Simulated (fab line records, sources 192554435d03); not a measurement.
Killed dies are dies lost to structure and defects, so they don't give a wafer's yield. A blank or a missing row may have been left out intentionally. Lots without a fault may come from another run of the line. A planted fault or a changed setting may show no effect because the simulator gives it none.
fab line records    flow n5Finfet
[record] lots = 11  wafers = 30  lastDay = 18
route steps=1938 shown BEOL_M9@1438 PASSIVATION@1936
lots with no fault: from the same line, run without faults
startH: hours from the record's opening day to when the first of the lot's shown wafers began    waitH: hours since the lot's step before    " the same as in the row above    L1.1+2: several wafers, shown together as one row    - no value, or no start given    * or withheld: withheld    < > ~ a bound
route shown NAME@n: names a module that has steps shown in the file, with the first one's number in the route    usual: mean and standard deviation over wafers with no fault    same: alike in all rows    chamber/n: place in a boat    sites: readings site by site    _std_site: their standard deviation    _edge_site: the outer-site mean with the inner-site mean subtracted    radiusMm: how far each site lies from the wafer's centre    mask NAME#n: copy n    behind: the tool/chamber that last shaped the wafer    hold: why the lot was held/for how many hours/how that ended    device: names the non-switching transistor (n, p or np)    end of line: at the end of the route, the tests of the same wafers    for a step that has no rows: nothing shown but its recipe    killed: dies lost to structure and defects at the first sort, not the wafer's yield    map: dies across one wafer; x = killed, . = not, _ = none there
set.NAME: the setting that was run; set.NAME@STEP: the one run at that earlier step    model.NAME: the simulator's own value behind a step, which no gauge read
one table for each step of the route and one row for each wafer, over a sample of lots
services: a tool's chamber out of use, with start hour (startH, from the record's first day; less than 0 if before it), hours out, and reason
[[steps]]
[step N5_BEOL_M9_ETCH_76]
[recipe] chemistry = N2/H2  target = underlayer  targetDepthA = 65  maskMaterial = CAR-EUV  timeS = 5.2  ionEnergyEv = 200  pressureMtorr = 30  sourceW = 840  biasW = 150  n2FlowSccm = 200  h2FlowSccm = 200  ends = cleared
[usual] drypumpMotorCurrentA = 5.6/0.45  etchRfOnTimeS = 5.24/0.16  oesProductAu = 0.65/0.079  rfVppV = 523.9/2.3  showerheadPlenumPTorr = 2.54/0.066  throttleValvePct = 17.93/0.24
lot.wafer  tool        chamber  startH  waitH  drypumpMotorCurrentA  etchRfOnTimeS  oesProductAu  rfHoursCounterH  rfVppV  showerheadPlenumPTorr  throttleValvePct
L164.1     rieDiel-03  0        219.77  0.0    5.5                   5.21           0.72          69               523.1   2.47                   17.86
L164.3     "           1        "       "      5.1                   5.24           0.64          165              524.2   2.52                   17.82
L164.5     "           1        "       "      5.1                   5.25           0.65          -                523.6   2.52                   17.83
L166.3     rieDiel-04  0        241.56  0.0    6.2                   4.99           0.61          204              522.6   2.53                   18.06
L166.5     "           1        "       "      5.6                   5.28           0.66          -                525.4   2.54                   18.13
L166.6     "           2        "       "      6.5                   5.05           0.59          -                519.8   2.40                   18.06
L167.2     rieDiel-05  2        248.72  0.0    5.3                   5.43           0.60          196              524.0   2.52                   17.76
L167.5     "           0        "       "      5.8                   5.28           0.62          -                525.2   2.62                   17.92
L167.6     "           3        "       "      5.8                   5.25           0.62          -                523.0   2.54                   18.15
L169.1     rieDiel-04  3        261.10  0.0    5.0                   5.23           0.83          2                523.8   2.48                   17.48
L169.4     "           1        "       "      5.5                   5.41           0.65          -                521.4   2.54                   18.12
L169.6     "           0        "       "      6.2                   5.14           0.62          -                521.9   2.53                   18.06
L173.2     rieDiel-04  0        285.08  0.0    6.2                   5.06           0.61          220              521.3   2.52                   18.11
L173.5     "           0        "       "      6.2                   4.99           0.61          -                524.1   2.52                   18.08
L172.1     rieDiel-04  0        285.50  0.0    6.2                   5.09           0.61          220              522.1   2.52                   18.09
L172.5     "           1        "       "      5.5                   5.37           0.65          -                522.6   2.54                   18.14
L178.1     rieDiel-04  2        316.49  0.0    6.6                   5.13           0.79          16               529.5   2.72                   17.58
L178.3     "           0        "       "      6.2                   5.09           0.61          233              525.0   2.52                   18.13
L182.2     rieDiel-05  0        349.59  0.0    5.8                   5.23           0.59          239              528.4   2.60                   17.98
L182.4     "           2        "       "      5.2                   5.36           0.58          229              523.2   2.50                   17.83
L182.5     "           3        "       "      5.8                   5.19           0.61          -                522.8   2.52                   18.22
L181.1     rieDiel-05  0        361.50  0.0    5.8                   5.17           0.58          243              527.0   2.60                   18.01
L181.4     "           3        "       "      5.9                   5.20           0.61          217              521.2   2.52                   18.22
L181.5     "           2        "       "      5.3                   5.35           0.58          -                523.2   2.50                   17.83
L184.2     rieDiel-03  1        364.45  0.0    5.1                   5.28           0.60          207              520.1   2.50                   17.92
L184.3     "           0        "       "      5.5                   5.23           0.69          112              520.6   2.45                   17.94
L184.6     "           3        "       "      5.6                   5.10           0.61          -                527.5   2.62                   18.20
L185.1     rieDiel-04  2        385.01  0.0    6.5                   5.17           0.76          40               530.2   2.71                   17.64
L185.5     "           2        "       "      6.6                   5.15           0.75          -                528.6   2.70                   17.63
L185.6     "           1        "       "      5.6                   5.35           0.61          -                524.7   2.52                   18.24
[step N5_BEOL_M9_TRENCH_ETCH_37]
[recipe] chemistry = C4F6/O2  targetDepthA = 1514.3  target = SiCOH_lowk  timeS = 49  ionEnergyEv = 250  pressureMtorr = 30  sourceW = 345  biasW = 185  Ar_flow_sccm = 300  C4F6_flow_sccm = 10  O2_flow_sccm = 10
[usual] drypumpMotorCurrentA = 5.6/0.45  oesProductAu = 0.76/0.093  rfVppV = 665/14  runLengthS = 72.2/0.48  showerheadPlenumPTorr = 2.85/0.072  throttleValvePct = 20.98/0.19
lot.wafer  tool        chamber  startH  waitH  drypumpMotorCurrentA  oesProductAu  rfHoursCounterH  rfVppV  runLengthS  showerheadPlenumPTorr  throttleValvePct
L164.1     rieDiel-03  0        220.02  -      5.5                   0.83          69               662     72.7        2.77                   20.92
L164.3     "           1        "       "      5.1                   0.75          165              677     72.1        2.84                   20.98
L164.5     "           1        "       "      5.1                   0.74          -                678     72.1        2.84                   20.98
L166.3     rieDiel-04  0        241.81  -      6.2                   0.73          204              677     72.5        2.84                   21.06
L166.5     "           1        "       "      5.6                   0.76          -                646     72.0        2.85                   21.22
L166.6     "           2        "       "      6.5                   0.68          -                670     72.6        2.70                   20.98
L167.2     rieDiel-05  2        248.97  -      5.3                   0.71          196              646     71.9        2.83                   20.85
L167.5     "           0        "       "      5.8                   0.71          -                673     72.2        2.93                   21.03
L167.6     "           3        "       "      5.8                   0.73          -                678     71.4        2.81                   20.96
L169.1     rieDiel-04  3        261.35  -      5.0                   0.97          2                649     71.8        2.81                   20.83
L169.4     "           1        "       "      5.5                   0.75          -                645     72.6        2.84                   21.23
L169.6     "           0        "       "      6.2                   0.73          -                678     72.3        2.84                   21.08
L173.2     rieDiel-04  0        285.32  -      6.1                   0.72          220              678     72.4        2.83                   21.08
L173.5     "           0        "       "      6.2                   0.72          -                676     74.8        2.83                   21.09
L172.1     rieDiel-04  0        285.75  -      6.1                   0.72          220              676     74.6        2.83                   21.10
L172.5     "           1        "       "      5.5                   0.75          -                645     74.1        2.84                   21.26
L178.1     rieDiel-04  2        316.74  -      6.5                   0.93          16               679     75.4        3.04                   20.60
L178.3     "           0        "       "      6.2                   0.70          233              679     72.7        2.83                   21.12
L182.2     rieDiel-05  0        349.83  -      5.8                   0.69          239              673     72.2        2.91                   21.07
L182.4     "           2        "       "      5.3                   0.68          229              647     72.3        2.81                   20.92
L182.5     "           3        "       "      5.8                   0.71          -                675     72.0        2.80                   21.00
L181.1     rieDiel-05  0        361.75  -      5.8                   0.69          243              673     72.7        2.91                   21.08
L181.4     "           3        "       "      5.8                   0.70          217              675     71.5        2.80                   21.03
L181.5     "           2        "       "      5.3                   0.68          -                646     71.9        2.81                   20.92
L184.2     rieDiel-03  1        364.70  -      5.1                   0.71          207              677     72.6        2.82                   21.04
L184.3     "           0        "       "      5.5                   0.80          112              662     72.8        2.75                   20.98
L184.6     "           3        "       "      5.6                   0.73          -                687     71.6        2.93                   21.38
L185.1     rieDiel-04  2        385.25  -      6.5                   0.88          40               679     72.6        3.03                   20.64
L185.5     "           2        "       "      6.5                   0.89          -                679     72.7        3.03                   20.66
L185.6     "           1        "       "      5.5                   0.72          -                646     72.3        2.82                   21.29
[step N5_BEOL_M9_CD_MEAS_35]
[recipe] targetCdNm = 70  targetCdYNm = 40  polarity = opening
[usual] cdNm = 69.5/0.67
lot.wafer  tool      chamber  startH  waitH  cdNm
L164.1     cdSem-02  -        220.35  0.0    68.7
L164.3     "         -        "       "      69.4
L164.5     "         -        "       "      70.1
L166.3     cdSem-02  -        242.14  0.0    70.3
L166.5     "         -        "       "      69.1
L166.6     "         -        "       "      69.3
L167.2     cdSem-03  -        249.29  0.0    69.8
L167.5     "         -        "       "      69.3
L167.6     "         -        "       "      69.5
L169.1     cdSem-03  -        261.68  0.0    70.3
L169.4     "         -        "       "      68.9
L169.6     "         -        "       "      69.6
L173.2     cdSem-01  -        285.77  0.0    70.6
L173.5     "         -        "       "      69.9
L172.1     cdSem-03  -        286.08  0.0    69.9
L172.5     "         -        "       "      69.7
L178.1     cdSem-03  -        317.07  0.0    68.4
L178.3     "         -        "       "      69.9
L182.2     cdSem-02  -        350.16  0.0    68.8
L182.4     "         -        "       "      68.6
L182.5     "         -        "       "      69.4
L181.1     cdSem-03  -        362.07  0.0    70.1
L181.4     "         -        "       "      68.8
L181.5     "         -        "       "      68.3
L184.2     cdSem-03  -        365.03  0.0    69.0
L184.3     "         -        "       "      68.9
L184.6     "         -        "       "      69.1
L185.1     cdSem-02  -        385.58  0.0    68.5
L185.5     "         -        "       "      69.3
L185.6     "         -        "       "      69.1
[step N5_BEOL_M9_ANNEAL_51]
[recipe] tempC = 225  timeS = 90  ambient = N2
[usual] wafer_temp_C_max = 226.2/0.73
lot.wafer  tool          chamber  startH  waitH  wafer_temp_C_max
L164.1     rtpAnneal-02  0        223.74  0.5    225.5
L164.3     "             0        "       "      225.5
L164.5     "             0        "       "      225.6
L166.3     rtpAnneal-01  0        243.52  0.1    226.9
L166.5     "             0        "       "      226.8
L166.6     "             0        "       "      227.2
L167.2     rtpAnneal-02  0        252.02  0.3    225.5
L167.5     "             0        "       "      225.3
L167.6     "             0        "       "      225.4
L169.1     rtpAnneal-02  0        263.05  0.1    225.4
L169.4     "             0        "       "      225.4
L169.6     "             0        "       "      225.8
L173.2     rtpAnneal-01  0        288.71  1.3    226.3
L173.5     "             0        "       "      225.9
L172.1     rtpAnneal-01  0        289.66  2.0    226.7
L172.5     "             0        "       "      226.4
L178.1     rtpAnneal-01  0        318.78  0.1    226.7
L178.3     "             0        "       "      227.2
L182.2     rtpAnneal-02  0        353.48  0.2    225.5
L182.4     "             0        "       "      225.5
L182.5     "             0        "       "      225.6
L181.1     rtpAnneal-02  0        363.49  0.1    225.3
L181.4     "             0        "       "      225.4
L181.5     "             0        "       "      225.4
L184.2     rtpAnneal-01  0        366.74  0.1    227.2
L184.3     "             0        "       "      227.0
L184.6     "             0        "       "      227.4
L185.1     rtpAnneal-02  0        387.67  0.1    225.8
L185.5     "             0        "       "      225.6
L185.6     "             0        "       "      225.6
[step N5_PASSIVATION_PROBE_49]
[usual] defectLimitedYield = 91.4/1.3  killed_at_M0_to_M3 = 34/10  killed_at_M4_up = 14/5.6  killedAtContacts = 13/5.9  killedAtFrontEnd = 37/9.9  killedAtOther = 3.5/2.8  killedDies = 101/15  killedOpen = 67/12  killedShort = 32/6.6  sort_bin_5_function = 5.0/0.81  sort_bin_6_memory = 3.2/0.66  sortNPass = 1079/15  sortYieldPct = 91.4/1.3
[same] grossDies = 1180  killedAtBackSide = 0  sort_bin_4_leakage[%] = 0  sort_bin_8_speed[%] = 0
lot.wafer  tool       chamber  startH  waitH  defectLimitedYield[%]  killed_at_M0_to_M3  killed_at_M4_up  killedAtContacts  killedAtFrontEnd  killedAtOther  killedDies  killedOpen  killedShort  sort_bin_5_function[%]  sort_bin_6_memory[%]  sortNPass  sortYieldPct[%]
L164.1     prober-01  -        287.90  0.0    92.3                   24                  15               14                30                8              91          56          34           4.7                     2.6                   1089       92.3
L164.3     prober-01  -        288.00  0.1    89.7                   46                  12               32                30                2              122         87          35           4.9                     4.7                   1058       89.7
L164.5     prober-01  -        288.10  0.2    91.5                   31                  11               22                30                6              100         71          28           5.5                     2.7                   1080       91.5
L178.1     prober-01  -        376.57  0.0    89.5                   32                  13               18                57                4              124         75          48           6.4                     3.6                   1056       89.5
L178.3     prober-01  -        376.67  0.1    91.9                   53                  6                11                26                0              96          69          27           4.1                     4.0                   1084       91.9
// killed by level:class
L164.1 MOL_CONTACT_COAG:geometricParticle:open=11 BEOL_M0_SAQP:geometricParticle:open=9 STARTING-WAFER:geometricParticle:short=6 BEOL_M0_SAQP:geometricParticle:short=5 BEOL_M3:geometricParticle:open=5 DUMMY_GATE:geometricParticle:open=4 BEOL_M6:geometricParticle:open=4 PASS1_CAP:geometricParticle:short=4
L164.3 MOL_CONTACT_COAG:geometricParticle:open=24 BEOL_M3:geometricParticle:open=14 FIN_SAQP:geometricParticle:short=10 BEOL_M0_SAQP:geometricParticle:open=10 MOL_CONTACT_COAG:geometricParticle:short=8 BEOL_M2:geometricParticle:open=8 GATE_CUT:geometricParticle:open=5 BEOL_M0_SAQP:geometricParticle:short=5
L164.5 MOL_CONTACT_COAG:geometricParticle:open=18 BEOL_M2:geometricParticle:open=11 BEOL_M3:geometricParticle:open=7 BEOL_M0_SAQP:geometricParticle:open=6 BEOL_M0_SAQP:geometricParticle:short=5 FIN_SAQP:geometricParticle:open=4 FIN_SAQP:geometricParticle:short=4 STI_FIN_REVEAL:geometricParticle:short=4
L178.1 STI_FIN_REVEAL:geometricParticle:open=17 MOL_CONTACT_COAG:geometricParticle:open=11 FIN_SAQP:geometricParticle:short=7 GATE_CUT:geometricParticle:short=7 MOL_CONTACT_COAG:geometricParticle:short=7 BEOL_M0_SAQP:geometricParticle:short=6 BEOL_M0_SAQP:geometricParticle:open=6 FIN_SAQP:geometricParticle:open=5
L178.3 BEOL_M0_SAQP:geometricParticle:open=12 MOL_CONTACT_COAG:geometricParticle:open=11 BEOL_M0_SAQP:geometricParticle:short=10 BEOL_M1:geometricParticle:open=8 BEOL_M3:geometricParticle:open=8 FIN_SAQP:geometricParticle:open=6 BEOL_M2:geometricParticle:open=6 STI_FIN_REVEAL:geometricParticle:open=4
[[services]]
tool          chamber  startH  hours  kind
rieDiel-04    3        230.43  -      clean
rieDiel-04    3        230.43  -      consumableReplace:focusRing
rieDiel-04    3        230.43  24.4   scheduledDown
rieDiel-04    3        230.43  24.4   ventCycle
rieDiel-03    1        238.76  4.5    repair
rieDiel-04    2        254.91  -      clean
rieDiel-04    2        254.91  -      consumableReplace:focusRing
rieDiel-04    2        254.91  -      consumableReplace:showerhead
rieDiel-04    2        254.91  16.8   scheduledDown
rieDiel-04    2        254.91  16.8   ventCycle
rieDiel-04    3        285.00  27.2   repair
rtpAnneal-02  -        287.30  3.2    pm
rieDiel-04    0        322.48  6.7    repair
rieDiel-04    -        351.21  1.5    repair
rieDiel-05    1        366.16  8.4    repair
rieDiel-05    -        374.16  14.6   pm
rtpAnneal-01  -        374.98  5.1    pm
rieDiel-04    3        378.16  8.3    repair
[[key]]
[firstSign] step = N5_BEOL_M9_TRENCH_ETCH_37  reading = runLengthS  direction = up  sigmas = 5.3  usual = *  struck = *
effect none on later readings
metAt N5_BEOL_M9_TRENCH_ETCH_37
struckLots L172,L173,L178
struckWafers L172.1,L172.5,L173.5,L178.1
notActingAt N5_BEOL_M9_ETCH_76,N5_BEOL_M9_CD_MEAS_35,N5_BEOL_M9_ANNEAL_51
onsetBetween 261.35 285.32
[fault] kind = processParameterDrift  tool = rieDiel-04  chamber = -  onsetH = 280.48  steps = N5_BEOL_M9_TRENCH_ETCH_37  channel = timeS  offset = *  shape = step  endH = 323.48  scope = struckWafersOnly  actsIn = *  stated = *
